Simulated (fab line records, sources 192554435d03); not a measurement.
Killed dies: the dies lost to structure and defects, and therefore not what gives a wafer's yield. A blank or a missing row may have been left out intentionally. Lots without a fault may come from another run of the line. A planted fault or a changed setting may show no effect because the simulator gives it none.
fab line records	flow n5_finfet
record lots=7	wafers=21
route steps=1938 shown GATE_CUT@479 MOL_CONTACT_COAG@563 BEOL_M0@720 BEOL_M2@904 BEOL_M4@1026
start_h: the number of hours between the record's first day and the start of the first shown wafer of the lot	wait_h: how many hours have passed since the lot's step before this one	" the same as in the row above	L1.1+2: one row covering several wafers at once	- no value, or no start given	* or withheld: withheld	< > ~ a bound
route shown NAME@n: NAME is a module with steps in the file, n the number in the route of the first one	usual: mean/standard deviation taken from wafers without a fault	same: alike in all rows	chamber/n: place in a boat	sites: per-site readings	_std_site: their standard deviation	_edge_site: the outer-site mean with the inner-site mean subtracted	radius_mm: for every site, how far away it sits from the centre of the wafer	mask NAME#n: copy n	behind: the most recent tool/chamber to have shaped the wafer	hold: the reason the lot was held/the length of the hold in hours/how it ended	device: the n, p or np transistor that did not switch	end of line: at the end of the route, the tests of the same wafers	a step given without rows: its recipe and nothing more	killed: at the first sort, the dies lost to defects and structure; wafer yield is something else	map: shows each die of a wafer: x if killed, . if not, _ if none is there
set.NAME: the setting that was run; set.NAME@STEP: the one run at that earlier step	model.NAME: the simulator's own value behind a step, which no gauge read
lots whose settings were changed on purpose; a table a step, a row a wafer
## steps
# step N5_GATE_CUT_COAT_35
# recipe resist=SiARC	temp_c=220	time_s=60	spin_rpm=1500	resist_thk_nm=10
lot.wafer	tool	chamber	start_h	wait_h	set.spin_rpm	model.SiARC_of_GATE_CUT_COAT_35.thk_nm
L075.2+4+6	litho_track-04	0	-	-	1500	10
L078.1+4+6	litho_track-02	0	-	-	1500	10
L082.2+3+6	litho_track-04	0	-	-	1436	10.2
L084.1+2+3	litho_track-05	0	-	-	1500	10
L087.4+6	litho_track-05	0	-	-	1612	9.6
L087.5	"	0	"	"	1500	10
L093.2+4+5	litho_track-02	0	-	-	1500	10
L096.1	litho_track-04	0	-	-	1405	10.2
L096.4+5	"	0	"	"	1500	10
# step N5_GATE_CUT_COAT_27
# recipe resist=underlayer	temp_c=205	time_s=60	spin_rpm=1500	resist_thk_nm=10
# step N5_GATE_CUT_COAT_07
# recipe resist=CAR-EUV	spin_rpm=1500	resist_thk_nm=30
# step N5_GATE_CUT_DESCUM_18
# recipe chemistry=O2	time_s=7	source_power_w=50	bias_power_w=20	pressure_mtorr=20	rf_frequency_hz=2.712e+07	temp_c=40	resist=CAR-EUV	o2_flow_sccm=225
# step N5_GATE_CUT_ETCH_28
# recipe chemistry=N2/H2	target=underlayer	target_depth_a=130	mask_material=CAR-EUV	time_s=10.4	ion_energy_ev=200	pressure_mtorr=30	source_w=840	bias_w=150	n2_flow_sccm=200	h2_flow_sccm=200	ends=cleared
# step N5_GATE_CUT_ETCH_36
# recipe chemistry=CF4	target=SiARC	target_depth_a=130	mask_material=CAR-EUV	time_s=21.7	ion_energy_ev=80	pressure_mtorr=40	source_w=545	bias_w=36	Ar_flow_sccm=100	cf4_flow_sccm=100	ends=cleared
lot.wafer	tool	chamber	start_h	wait_h	set.spin_rpm@GATE_CUT_COAT_35	model.etch.depth_nm
L075.2	rie_diel-01	2	89.79	0.0	1500	9.97
L075.4	"	3	"	"	1500	9.984
L075.6	"	1	"	"	1500	10
L078.1	rie_diel-05	3	111.91	0.0	1500	9.989
L078.4	"	1	"	"	1500	9.977
L078.6	"	1	"	"	1500	9.944
L082.2+3	rie_diel-05	0,3	134.74	0.0	1436	10.22
L082.6	"	2	"	"	1436	10.21
L084.1	rie_diel-02	3	146.80	0.0	1500	9.996
L084.2	"	1	"	"	1500	9.971
L084.3	"	2	"	"	1500	9.979
L087.4	rie_diel-05	2	164.01	0.0	1612	9.598
L087.5	"	3	"	"	1500	9.946
L087.6	"	0	"	"	1612	9.588
L093.2	rie_diel-01	0	199.99	0.0	1500	9.982
L093.4	"	3	"	"	1500	9.977
L093.5	"	1	"	"	1500	10
L096.1	rie_diel-02	0	217.43	0.0	1405	10.26
L096.4	"	3	"	"	1500	9.905
L096.5	"	1	"	"	1500	9.943
# step N5_GATE_CUT_ETCH_37
# recipe chemistry=N2/H2	target=SOC	target_depth_a=600	overetch_a=120	mask_material=SiARC	temp_c=40	time_s=90	ion_energy_ev=200	pressure_mtorr=30	source_w=840	bias_w=150	n2_flow_sccm=200	h2_flow_sccm=200
# step N5_GATE_CUT_STRIP_38
# recipe chemistry=N2/H2	temp_c=40	n2_flow_sccm=200	h2_flow_sccm=200	rf_frequency_hz=6e+07
# step N5_GATE_CUT_STRIP_39
# recipe chemistry=N2/H2	temp_c=40	n2_flow_sccm=200	h2_flow_sccm=200	rf_frequency_hz=6e+07
# step N5_GATE_CUT_HM_OPEN_40
# recipe chemistry=C4F6/O2	target=SiO2	mask_material=SiARC	target_depth_a=1390	time_s=85.1	ion_energy_ev=250	pressure_mtorr=30	source_w=345	bias_w=185	Ar_flow_sccm=300	C4F6_flow_sccm=10	O2_flow_sccm=10	ends=cleared
lot.wafer	tool	chamber	start_h	wait_h	set.time_s@GATE_CUT_HM_DEP_46	model.etch.depth_nm	model.SOC_of_GATE_CUT_COAT_34.thk_nm
L075.2	rie_diel-01	2	89.90	0.0	26.6	130.4	32.8
L075.4	"	3	"	"	26.6	131.6	31.6
L075.6	"	1	"	"	26.6	131.6	32.4
L078.1	rie_diel-05	3	112.02	0.0	26.6	131.8	31.8
L078.4	"	1	"	"	26.6	131.7	32.2
L078.6	"	1	"	"	26.6	133.7	31.6
L082.2	rie_diel-05	0	134.85	0.0	26.6	132.4	32.4
L082.3	"	3	"	"	27.9	136.7	30.8
L082.6	"	2	"	"	26.6	134.8	32.2
L084.1	rie_diel-02	3	146.91	0.0	26.6	129.9	32.2
L084.2	"	1	"	"	26.6	127.8	32.6
L084.3	"	2	"	"	26.6	129.3	33.4
L087.4	rie_diel-05	2	164.12	0.0	22.78	114.1	36.4
L087.5	"	3	"	"	22.78	115.9	35.2
L087.6	"	0	"	"	26.6	130.8	32.6
L093.2	rie_diel-01	0	200.10	0.0	23.86	119.4	34.2
L093.4	"	3	"	"	26.6	131.5	31.6
L093.5	"	1	"	"	26.6	134.4	32
L096.1	rie_diel-02	0	217.54	0.0	28.36	139	30.2
L096.4	"	3	"	"	26.6	130.3	32.4
L096.5	"	1	"	"	28.36	140.9	29.8
# step N5_MOL_CONTACT_COAG_PECVD_31
# recipe material=SiO2	target_thk_a=460	temp_c=400	precursor=TEOS/O2	pressure_torr=6.5	rf_w=withheld	teos_flow_sccm=withheld	gas=O2	flow_sccm=2650	time_s=8.9
lot.wafer	tool	chamber	start_h	wait_h	set.temp_c	model.SiO2_of_MOL_CONTACT_COAG_PECVD_31.thk_nm
L075.2	pecvd-02	1	102.36	0.3	400	45.4
L075.4	"	2	"	"	383.1	51
L075.6	"	0	"	"	383.1	50.8
L078.1	pecvd-01	0	124.22	0.3	400	46
L078.4	"	2	"	"	409.8	43.2
L078.6	"	1	"	"	400	46.8
L082.2	pecvd-02	0	147.53	0.3	400	46.6
L082.3	"	2	"	"	400	46.2
L082.6	"	0	"	"	414.7	43.4
L084.1	pecvd-02	0	161.51	0.3	400	46.2
L084.2	"	1	"	"	400	45.8
L084.3	"	2	"	"	400	46.4
L087.4	pecvd-01	1	175.08	0.3	392.5	49.6
L087.5	"	0	"	"	400	47.6
L087.6	"	2	"	"	392.5	49
L093.2	pecvd-04	0	213.68	0.3	400	44.4
L093.4	"	1	"	"	400	46.4
L093.5	"	0	"	"	400	45
L096.1	pecvd-02	2	231.60	0.3	414.2	41.8
L096.4	"	1	"	"	400	46.4
L096.5	"	0	"	"	414.2	42.8
# step N5_MOL_CONTACT_COAG_COAT_75
# recipe resist=SOC	temp_c=250	time_s=60	spin_rpm=1500	resist_thk_nm=60
# step N5_MOL_CONTACT_COAG_COAT_76
# recipe resist=SiARC	temp_c=220	time_s=60	spin_rpm=1500	resist_thk_nm=10
# step N5_MOL_CONTACT_COAG_ETCHBACK_135
# recipe chemistry=CHF3	target=SiO2	target_depth_a=250	time_s=16.7	ion_energy_ev=200	pressure_mtorr=30	source_w=610	bias_w=170	Ar_flow_sccm=200	CHF3_flow_sccm=50
# step N5_MOL_CONTACT_COAG_STRIP_118
# recipe chemistry=CHF3	resist=SiARC	rf_frequency_hz=6e+07
# step N5_MOL_CONTACT_COAG_VIA_ETCH_46
# recipe chemistry=C4F6/O2	target_depth_a=460	overetch_a=92	mask_material=SOC	target=SiO2	bias_w=455	pressure_mtorr=10	time_s=40	source_w=325	Ar_flow_sccm=300	C4F6_flow_sccm=10	O2_flow_sccm=10	ion_energy_ev=575.3	ends=end_point
lot.wafer	tool	chamber	start_h	wait_h	set.temp_c@MOL_CONTACT_COAG_PECVD_31	model.etch.depth_nm
L075.2	rie_diel-03	0	103.62	0.0	400	45.44
L075.4	"	1	"	"	383.1	50.93
L075.6	"	2	"	"	383.1	50.88
L078.1	rie_diel-03	3	125.15	0.0	400	46.03
L078.4	"	1	"	"	409.8	43.28
L078.6	"	3	"	"	400	46.72
L082.2	rie_diel-03	3	149.53	0.0	400	46.56
L082.3	"	0	"	"	400	46.19
L082.6	"	0	"	"	414.7	43.33
L084.1	rie_diel-04	1	162.83	0.0	400	46.29
L084.2	"	0	"	"	400	45.71
L084.3	"	2	"	"	400	46.45
L087.4	rie_diel-03	0	176.07	0.0	392.5	49.55
L087.5	"	0	"	"	400	47.55
L087.6	"	3	"	"	392.5	49.08
L093.2	rie_diel-03	2	214.62	0.0	400	44.43
L093.4	"	0	"	"	400	46.39
L093.5	"	1	"	"	400	45.07
L096.1	rie_diel-06	3	232.73	0.0	414.2	41.74
L096.4	"	1	"	"	400	46.5
L096.5	"	3	"	"	414.2	42.87
# step N5_BEOL_M0_ETCH_128
# recipe chemistry=CF4/N2	target_depth_a=120	overetch_a=51	target=SiCN	time_s=21.4	ion_energy_ev=150	pressure_mtorr=40	source_w=430	bias_w=70	Ar_flow_sccm=100	cf4_flow_sccm=60	n2_flow_sccm=60
# usual rf_vpp_V=381.4/1.7
lot.wafer	tool	chamber	start_h	wait_h	set.source_w	rf_vpp_V
L075.2	rie_diel-04	3	119.53	0.0	450.2	374.8
L075.4	"	1	"	"	450.2	374.6
L075.6	"	0	"	"	430	380.4
L078.1	rie_diel-04	0	141.54	0.6	430	379.2
L078.4	"	1	"	"	490.2	363.6
L078.6	"	3	"	"	490.2	366.0
L082.2	rie_diel-03	3	169.10	0.6	382.9	401.0
L082.3	"	2	"	"	430	380.9
L082.6	"	2	"	"	430	381.2
L084.1	rie_diel-06	2	179.01	0.0	430	381.0
L084.2	"	0	"	"	430	380.5
L084.3	"	1	"	"	430	379.7
L087.4	rie_diel-04	0	194.79	0.3	456.6	371.5
L087.5	"	3	"	"	430	381.1
L087.6	"	2	"	"	456.6	373.8
L093.2	rie_diel-06	0	240.64	0.3	430	380.8
L093.4	"	2	"	"	430	380.2
L093.5	"	3	"	"	430	381.9
L096.1	rie_diel-03	0	252.35	0.4	498.4	363.7
L096.4	"	0	"	"	430	383.7
L096.5	"	3	"	"	498.4	366.7
# step N5_BEOL_M0_SPUTTER_134
# recipe material=Cu	target_thk_a=40	temp_c=-20	chamber_pressure_pa=0.07	power_w=withheld	time_s=7.37
lot.wafer	tool	chamber	start_h	wait_h	set.time_s	model.Cu_of_BEOL_M0_SPUTTER_134.thk_nm
L075.2+4	pvd_sputter-03	-	121.31	0.0	6.805	3.6
L075.6	"	-	"	"	7.37	3.8
L078.1	pvd_sputter-02	-	144.47	0.0	7.865	-
L078.4	"	-	"	"	7.865	4.2
L078.6	"	-	"	"	7.37	3.8
L082.2	pvd_sputter-02	-	171.12	0.0	8.368	-
L082.3+6	"	-	"	"	7.37	4
L084.1+2+3	pvd_sputter-03	-	181.81	0.0	7.37	4
L087.4+5+6	pvd_sputter-02	-	198.57	0.0	7.37	4
L093.2+4	pvd_sputter-01	-	245.01	0.0	7.37	4
L093.5	"	-	"	"	7.37	4.2
L096.1	pvd_sputter-01	-	255.73	0.0	8.074	-
L096.4	"	-	"	"	8.074	4.4
L096.5	"	-	"	"	7.37	4
# step N5_BEOL_M2_SPUTTER_48
# recipe material=Cu	target_thk_a=45	temp_c=-20	chamber_pressure_pa=0.07	power_w=withheld	time_s=8.29
lot.wafer	tool	chamber	start_h	wait_h	set.time_s	model.Cu_of_BEOL_M2_SPUTTER_48.thk_nm
L075.2+4	pvd_sputter-03	-	145.94	0.2	8.29	4.4
L075.6	"	-	"	"	8.29	4.2
L078.1	pvd_sputter-02	-	165.08	0.2	8.29	4.6
L078.4+6	"	-	"	"	9.218	5
L082.2+6	pvd_sputter-02	-	192.92	0.2	8.29	4.4
L082.3	"	-	"	"	8.29	4.6
L084.1+2+3	pvd_sputter-02	-	204.84	0.4	8.29	4.6
L087.4+5	pvd_sputter-01	-	212.67	0.2	9.385	4.8
L087.6	"	-	"	"	8.29	4.4
L093.2	pvd_sputter-03	-	266.86	1.5	8.29	4.4
L093.4	"	-	"	"	8.29	4.2
L093.5	"	-	"	"	8.98	4.6
L096.1	pvd_sputter-02	-	273.05	0.1	7.605	4.2
L096.4+5	"	-	"	"	8.29	4.6
# step N5_BEOL_M4_COAT_62
# recipe resist=SiARC	temp_c=220	time_s=60	spin_rpm=1500	resist_thk_nm=12
lot.wafer	tool	chamber	start_h	wait_h	set.spin_rpm	model.SiARC_of_BEOL_M4_COAT_62.thk_nm
L075.2+6	litho_track-02	0	-	-	1620	11.6
L075.4	"	0	"	"	1620	11.4
L078.1	litho_track-02	0	-	-	1564	11.6
L078.4	"	0	"	"	1500	12
L078.6	"	0	"	"	1564	11.8
L082.2	litho_track-05	0	-	-	1500	12
L082.3+6	"	0	"	"	1649	11.4
L084.1+2+3	litho_track-05	0	-	-	1500	12
L087.4+6	litho_track-02	0	-	-	1500	12
L087.5	"	0	"	"	1377	12.4
L093.2	litho_track-05	0	-	-	1500	12
L093.4+5	"	0	"	"	1591	11.6
L096.1	litho_track-03	0	-	-	1500	12
L096.4+5	"	0	"	"	1553	11.8
# step N5_BEOL_M4_EXPOSE_08
# recipe mask_id=M4	na=0.33	source_shape=dipole	sigma_inner=0.369	sigma_outer=0.767	polarization=unpolarized	dose_mj=41.25
lot.wafer	tool	chamber	start_h	wait_h	mask	set.dose_mj
L075.2	euv_scanner-02	0	160.55	-	M4#0	38.51
L075.4+6	"	0	"	"	M4#0	41.25
L078.1+4+6	euv_scanner-01	0	179.28	-	M4#0	41.25
L082.2	euv_scanner-01	0	212.52	-	M4#0	44.05
L082.3+6	"	0	"	"	M4#0	41.25
L084.1+2+3	euv_scanner-02	0	224.39	-	M4#0	41.25
L087.4+5+6	euv_scanner-02	0	229.64	-	M4#0	41.25
L093.2	euv_scanner-01	0	290.70	-	M4#0	41.25
L093.4+5	"	0	"	"	M4#0	44.12
L096.1+4	euv_scanner-02	0	293.13	-	M4#0	43.07
L096.5	"	0	"	"	M4#0	41.25
# step N5_BEOL_M4_PEB_09
# recipe peb_temp_c=100	peb_time_s=60	resist=CAR-EUV
# step N5_BEOL_M4_DEVELOP_10
# recipe develop_time_s=30	developer=TMAH	resist=CAR-EUV	rinse_liquid=surfactant_rinse	dry=air_spin	dev_temp_c=23
# step N5_BEOL_M4_CD_MEAS_11
# recipe target_cd_nm=16.79	landing_energy_ev=500	detector=se_inlens	polarity=opening
# usual cd_nm=16.80/0.25
lot.wafer	tool	chamber	start_h	wait_h	set.dose_mj@BEOL_M4_EXPOSE_08	cd_nm
L075.2	cd_sem-03	0	160.67	-	38.51	15.09
L075.4	"	0	"	"	41.25	16.57
L075.6	"	0	"	"	41.25	16.55
L078.1	cd_sem-01	0	179.41	-	41.25	16.61
L078.4	"	0	"	"	41.25	15.96
L078.6	"	0	"	"	41.25	16.80
L082.2	cd_sem-02	0	212.64	-	44.05	17.69
L082.3	"	0	"	"	41.25	16.68
L082.6	"	0	"	"	41.25	16.86
L084.1	cd_sem-03	0	224.52	-	41.25	16.70
L084.2	"	0	"	"	41.25	16.44
L084.3	"	0	"	"	41.25	16.73
L087.4	cd_sem-03	0	229.76	-	41.25	16.79
L087.5	"	0	"	"	41.25	16.93
L087.6	"	0	"	"	41.25	17.02
L093.2	cd_sem-03	0	290.83	-	41.25	16.88
L093.4	"	0	"	"	44.12	18.44
L093.5	"	0	"	"	44.12	17.67
L096.1	cd_sem-03	0	293.26	-	43.07	17.73
L096.4	"	0	"	"	43.07	17.64
L096.5	"	0	"	"	41.25	17.02
# step N5_BEOL_M4_DESCUM_16
# recipe chemistry=O2	time_s=7	source_power_w=50	bias_power_w=20	pressure_mtorr=20	rf_frequency_hz=2.712e+07	temp_c=40	resist=CAR-EUV	o2_flow_sccm=225
# step N5_BEOL_M4_ETCH_74
# recipe chemistry=N2/H2	target=underlayer	target_depth_a=65	mask_material=CAR-EUV	time_s=5.2	ion_energy_ev=200	pressure_mtorr=30	source_w=840	bias_w=150	n2_flow_sccm=200	h2_flow_sccm=200	ends=cleared
lot.wafer	tool	chamber	start_h	wait_h	set.dose_mj@BEOL_M4_EXPOSE_08	model.BEOL_M4.cd_offset_nm
L075.2	rie_diel-04	1	160.83	0.0	38.51	-1.6
L075.4	"	3	"	"	41.25	-0.4
L075.6	"	2	"	"	41.25	-0.6
L078.1	rie_diel-03	2	179.60	0.0	41.25	0
L078.4+6	"	3,1	"	"	41.25	-0.2
L082.2	rie_diel-06	3	212.80	0.0	44.05	1.4
L082.3+6	"	0,3	"	"	41.25	0
L084.1+2	rie_diel-04	2,0	224.68	0.0	41.25	-0.2
L084.3	"	1	"	"	41.25	0
L087.4	rie_diel-03	1	229.94	0.0	41.25	0
L087.5+6	"	3,0	"	"	41.25	0.2
L093.2	rie_diel-06	0	291.19	0.0	41.25	0
L093.4+5	"	1,3	"	"	44.12	1.4
L096.1	rie_diel-03	3	293.42	0.0	43.07	0.8
L096.4	"	0	"	"	43.07	1
L096.5	"	0	"	"	41.25	0.2
# step N5_BEOL_M4_ETCH_63
# recipe chemistry=CF4	target=SiARC	target_depth_a=156	mask_material=CAR-EUV	time_s=26	ion_energy_ev=80	pressure_mtorr=40	source_w=545	bias_w=36	Ar_flow_sccm=100	cf4_flow_sccm=100	ends=cleared
lot.wafer	tool	chamber	start_h	wait_h	set.spin_rpm@BEOL_M4_COAT_62	set.dose_mj@BEOL_M4_EXPOSE_08	model.BEOL_M4.cd_offset_nm	model.etch.depth_nm	model.CAR-EUV_of_BEOL_M4_COAT_05.thk_nm
L075.2	rie_diel-04	1	160.85	0.0	1620	38.51	-1.4	11.55	11.4
L075.4	"	3	"	"	1620	41.25	-0.4	11.5	11.4
L075.6	"	2	"	"	1620	41.25	-0.6	11.51	11.4
L078.1	rie_diel-03	2	179.62	0.0	1564	41.25	-0.2	11.67	11.4
L078.4	"	3	"	"	1500	41.25	-0.2	11.96	11.2
L078.6	"	1	"	"	1564	41.25	0	11.7	11.4
L082.2	rie_diel-06	3	212.82	0.0	1500	44.05	1.2	12.04	11.2
L082.3	"	0	"	"	1649	41.25	-0.2	11.44	11.6
L082.6	"	3	"	"	1649	41.25	-0.2	11.43	11.6
L084.1	rie_diel-04	2	224.69	0.0	1500	41.25	-0.2	11.99	11
L084.2	"	0	"	"	1500	41.25	-0.4	12.02	11.2
L084.3	"	1	"	"	1500	41.25	0	11.99	11
L087.4	rie_diel-03	1	229.96	0.0	1500	41.25	0	11.94	11
L087.5	"	3	"	"	1377	41.25	0.2	12.47	10.6
L087.6	"	0	"	"	1500	41.25	0.2	11.97	11
L093.2	rie_diel-06	0	291.21	0.0	1500	41.25	-0.2	11.96	11.2
L093.4	"	1	"	"	1591	44.12	1.4	11.59	11.6
L093.5	"	3	"	"	1591	44.12	1.2	11.61	11.6
L096.1	rie_diel-03	3	293.43	0.0	1500	43.07	0.8	12	11.2
L096.4	"	0	"	"	1553	43.07	1	11.77	11.2
L096.5	"	0	"	"	1553	41.25	0.2	11.78	11.4
# step N5_BEOL_M4_ETCH_64
# recipe chemistry=N2/H2	target=SOC	target_depth_a=750	overetch_a=225	mask_material=SiARC	temp_c=40	time_s=121.9	ion_energy_ev=200	pressure_mtorr=30	source_w=840	bias_w=150	n2_flow_sccm=200	h2_flow_sccm=200
lot.wafer	tool	chamber	start_h	wait_h	set.dose_mj@BEOL_M4_EXPOSE_08	model.BEOL_M4.cd_offset_nm
L075.2	rie_diel-04	1	160.87	0.0	38.51	-1.4
L075.4	"	3	"	"	41.25	0
L075.6	"	2	"	"	41.25	-0.4
L078.1+6	rie_diel-03	2,1	179.64	0.0	41.25	0
L078.4	"	3	"	"	41.25	-0.2
L082.2	rie_diel-06	3	212.85	0.0	44.05	1.4
L082.3+6	"	0,3	"	"	41.25	-0.2
L084.1	rie_diel-04	2	224.72	0.0	41.25	0.2
L084.2	"	0	"	"	41.25	-0.2
L084.3	"	1	"	"	41.25	0
L087.4	rie_diel-03	1	229.98	0.0	41.25	0
L087.5+6	"	3,0	"	"	41.25	0.2
L093.2	rie_diel-06	0	291.24	0.0	41.25	-0.2
L093.4	"	1	"	"	44.12	1.4
L093.5	"	3	"	"	44.12	1
L096.1	rie_diel-03	3	293.46	0.0	43.07	0.8
L096.4	"	0	"	"	43.07	1.2
L096.5	"	0	"	"	41.25	0.4
# step N5_BEOL_M4_STRIP_65
# recipe chemistry=N2/H2	temp_c=40	n2_flow_sccm=200	h2_flow_sccm=200	rf_frequency_hz=6e+07
# step N5_BEOL_M4_STRIP_75
# recipe chemistry=N2/H2	temp_c=40	n2_flow_sccm=200	h2_flow_sccm=200	rf_frequency_hz=6e+07
# step N5_BEOL_M4_HM_OPEN_17
# recipe chemistry=Cl2/BCl3	target_depth_a=200	overetch_a=60	target=TiN	mask_material=SOC	ion_energy_ev=150	pressure_mtorr=10	icp_w=1000	bias_w=126	Cl2_flow_sccm=53.25	bcl3_flow_sccm=21.75	Ar_flow_sccm=25
# step N5_BEOL_M4_STRIP_19
# recipe chemistry=O2	power_w=400	temp_c=40	pressure_mtorr=30	rf_frequency_hz=6e+07	bias_power_w=0	overash_fraction=0.2	o2_flow_sccm=225
# step N5_BEOL_M4_CD_MEAS_18
# recipe pitch_nm=36	target_cd_nm=18
# usual cd_nm=18.0/0.34
lot.wafer	tool	chamber	start_h	wait_h	set.dose_mj@BEOL_M4_EXPOSE_08	cd_nm
L075.2	cd_sem-01	-	161.32	0.1	38.51	16.6
L075.4	"	-	"	"	41.25	17.6
L075.6	"	-	"	"	41.25	17.3
L078.1	cd_sem-03	-	180.04	0.0	41.25	17.6
L078.4	"	-	"	"	41.25	17.6
L078.6	"	-	"	"	41.25	18.0
L082.2	cd_sem-02	-	213.51	0.1	44.05	19.5
L082.3	"	-	"	"	41.25	17.4
L082.6	"	-	"	"	41.25	18.1
L084.1	cd_sem-02	-	225.07	0.0	41.25	17.7
L084.2	"	-	"	"	41.25	18.1
L084.3	"	-	"	"	41.25	17.5
L087.4	cd_sem-01	-	230.34	0.1	41.25	18.1
L087.5	"	-	"	"	41.25	18.3
L087.6	"	-	"	"	41.25	18.5
L093.2	cd_sem-02	-	291.62	0.1	41.25	17.7
L093.4	"	-	"	"	44.12	19.5
L093.5	"	-	"	"	44.12	18.8
L096.1	cd_sem-01	-	293.84	0.0	43.07	18.7
L096.4	"	-	"	"	43.07	19.2
L096.5	"	-	"	"	41.25	18.3
## key
split step=N5_GATE_CUT_COAT_35	setting=spin_rpm	stated=1500	by=wafer
response step=N5_GATE_CUT_COAT_35	reading=model.SiARC_of_GATE_CUT_COAT_35.thk_nm	change=-0.0444	per=1%	r=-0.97
response step=N5_GATE_CUT_ETCH_36	reading=model.etch.depth_nm	change=-0.0497	per=1%	r=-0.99
split step=N5_MOL_CONTACT_COAG_PECVD_31	setting=temp_c	stated=400	by=wafer
response step=N5_MOL_CONTACT_COAG_PECVD_31	reading=model.SiO2_of_MOL_CONTACT_COAG_PECVD_31.thk_nm	change=-1.12	per=1%	r=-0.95
response step=N5_MOL_CONTACT_COAG_VIA_ETCH_46	reading=model.etch.depth_nm	change=-1.12	per=1%	r=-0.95
split step=N5_BEOL_M0_ETCH_128	setting=source_w	stated=430	by=wafer
response step=N5_BEOL_M0_ETCH_128	reading=rf_vpp_V	change=-1.26	per=1%	r=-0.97
split step=N5_BEOL_M0_SPUTTER_134	setting=time_s	stated=7.37	by=wafer
response step=N5_BEOL_M0_SPUTTER_134	reading=model.Cu_of_BEOL_M0_SPUTTER_134.thk_nm	change=+0.0398	per=1%	r=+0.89
split step=N5_BEOL_M2_SPUTTER_48	setting=time_s	stated=8.29	by=wafer
response step=N5_BEOL_M2_SPUTTER_48	reading=model.Cu_of_BEOL_M2_SPUTTER_48.thk_nm	change=+0.0356	per=1%	r=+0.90
split step=N5_BEOL_M4_COAT_62	setting=spin_rpm	stated=1500	by=wafer
response step=N5_BEOL_M4_COAT_62	reading=model.SiARC_of_BEOL_M4_COAT_62.thk_nm	change=-0.0585	per=1%	r=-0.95
response step=N5_BEOL_M4_ETCH_63	reading=model.etch.depth_nm	change=-0.0616	per=1%	r=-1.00
response step=N5_BEOL_M4_ETCH_63	reading=model.CAR-EUV_of_BEOL_M4_COAT_05.thk_nm	change=+0.0466	per=1%	r=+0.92
split step=N5_BEOL_M4_EXPOSE_08	setting=dose_mj	stated=41.25	by=wafer
response step=N5_BEOL_M4_CD_MEAS_11	reading=cd_nm	change=+0.172	per=1%	r=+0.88
response step=N5_BEOL_M4_ETCH_74	reading=model.BEOL_M4.cd_offset_nm	change=+0.188	per=1%	r=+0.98
response step=N5_BEOL_M4_ETCH_63	reading=model.BEOL_M4.cd_offset_nm	change=+0.183	per=1%	r=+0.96
response step=N5_BEOL_M4_ETCH_64	reading=model.BEOL_M4.cd_offset_nm	change=+0.198	per=1%	r=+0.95
response step=N5_BEOL_M4_CD_MEAS_18	reading=cd_nm	change=+0.189	per=1%	r=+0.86
split outside_this_file step=N5_GATE_CUT_HM_DEP_46 setting=time_s
# split outside_this_file: this setting was split too, and the file shows its column; the key of that split is in another file
